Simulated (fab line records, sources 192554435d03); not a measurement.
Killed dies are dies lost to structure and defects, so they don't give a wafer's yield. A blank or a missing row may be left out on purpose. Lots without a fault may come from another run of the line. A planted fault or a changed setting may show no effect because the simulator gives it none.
A struck lot beside a sound one | flow n5_finfet | 35 steps out of a route of 1938
Sound: wafers L881.1, L881.4, L881.6. Struck: wafers L897.3, L897.4, L897.5. The cause comes at the end.
At each step with rows: each side's tool, then ch and its chambers, then its first start. Under that, the readings that differ: sound wafers | struck wafers | difference of the means | sigmas: that difference in standard deviations of wafers without a fault.
alike: readings whose means differ by less than 2 such deviations, and words and numbers that are the same on both sides. not compared: withheld readings, readings that some wafer has no value for, bounds like >300 that may hide the same value, and numbers for which the record gives no deviation and whose values overlap.
The two part at a step that has a row with sigmas, a row that says differs or no value, or rows on one side only. Numbers that don't overlap but have no deviation are shown without sigmas and don't part them. A reading that every wafer of one side lacks parts them only if that side has two wafers or more.

first, 8 steps without rows for these wafers: N5_BEOL_M3_ECD_50 (material Cu, target thk 300 nm); N5_BEOL_M3_ANNEAL_51 (time 90 s); N5_BEOL_M3_CMP_52 (polishes, stops on SiOC, t overpolish 6.8 s, target thk 40 nm); N5_BEOL_M3_PRE_CLEAN_60 (time 15 s); N5_BEOL_M3_CO_CAP_55 (material Co, precursor CCTBA/H2, target thk 2 nm, time 102.1 s); N5_BEOL_M3_PRE_CLEAN_56 (time 15 s); N5_BEOL_M3_DEP_57 (deposits SiCN from 3MS/NH3, target thk 8 nm, time 14 s); N5_BEOL_M4_ILD_DEP_00 (deposits SiOC from DEMS/O2, target thk 79 nm, time 15.3 s).
N5_BEOL_M4_PECVD_72: deposits SiO2 from TEOS/O2, target thk 16 nm, time 18 s.
  sound on pecvd-03 ch 0,2, day 8 19:22; struck on pecvd-03 ch 0,2, day 12 07:28
  alike: heater_power_w, showerhead_plenum_p_Torr, throttle_valve_pct
then, 25 steps without rows for these wafers: N5_BEOL_M4_HM_DEP_02 (deposits TiN, target thk 20 nm); N5_BEOL_M4_COAT_61 (time 60 s, resist thk 60 nm); N5_BEOL_M4_COAT_62 (time 60 s, resist thk 12 nm); N5_BEOL_M4_COAT_73 (time 60 s, resist thk 5 nm); N5_BEOL_M4_COAT_05 (resist thk 30 nm); N5_BEOL_M4_EBR_07; N5_BEOL_M4_SOFTBAKE_06 (time 60 s); N5_BEOL_M4_EXPOSE_08 (exposes mask M4); N5_BEOL_M4_PEB_09 (peb time 60 s); N5_BEOL_M4_DEVELOP_10 (develop time 30 s); N5_BEOL_M4_DESCUM_16 (chemistry O2, time 7 s); N5_BEOL_M4_ETCH_74 (etches underlayer in N2/H2, target depth 6.5 nm, time 5.2 s); N5_BEOL_M4_ETCH_63 (etches SiARC in CF4, target depth 15.6 nm, time 26 s); N5_BEOL_M4_ETCH_64 (etches SOC in N2/H2, target depth 75 nm, overetch 22.5 nm, time 121.9 s); N5_BEOL_M4_STRIP_65 (strips in N2/H2); N5_BEOL_M4_STRIP_75 (strips in N2/H2); N5_BEOL_M4_STRIP_66 (strips in CF4); N5_BEOL_M4_HM_OPEN_17 (chemistry Cl2/BCl3, target TiN, target depth 20 nm, overetch 6 nm); N5_BEOL_M4_STRIP_19 (strips in O2); N5_BEOL_M4_COAT_67 (time 60 s, resist thk 60 nm); N5_BEOL_M4_COAT_68 (time 60 s, resist thk 12 nm); N5_BEOL_M4_COAT_76 (time 60 s, resist thk 5 nm); N5_BEOL_M4_COAT_22 (resist thk 30 nm); N5_BEOL_M4_EBR_24; N5_BEOL_M4_SOFTBAKE_23 (time 60 s).
-- the record jumps here: 5 days lie between the struck wafers' starts before and after (it left off in module BEOL_M4 and takes up again in module PASSIVATION, whose first step shown is number 1936 of the route) --
N5_PASSIVATION_PROBE_49:
  sound on prober-02, day 14 07:51; struck on prober-02, day 17 07:25
  reading                  | sound          | struck         | difference | sigmas
  defect_limited_yield (%) | 92.8 90.9 92.7 | 82.7 83.8 84.6 | -8.4       | -6
  killed_at_M4_up          | 14 11 5        | 130 117 112    | +110       | +18
  killed_dies              | 85 107 86      | 204 191 182    | +100       | +6
  sort_bin_5_function (%)  | 4.1 4.8 4.2    | 11.4 11.5 10.3 | +6.7       | +8
  sort_n_pass              | 1094 1073 1094 | 976 989 998    | -99        | -3
  sort_yield_pct (%)       | 92.7 90.9 92.7 | 82.7 83.8 84.6 | -8.4       | -3
  alike: killed_at_M0_to_M3, killed_at_contacts, killed_at_front_end, killed_at_other, killed_open, killed_short, sort_bin_4_leakage, sort_bin_6_memory

WHERE THEY PART
Only at N5_PASSIVATION_PROBE_49, within this record.

WHY: what the simulator had put in
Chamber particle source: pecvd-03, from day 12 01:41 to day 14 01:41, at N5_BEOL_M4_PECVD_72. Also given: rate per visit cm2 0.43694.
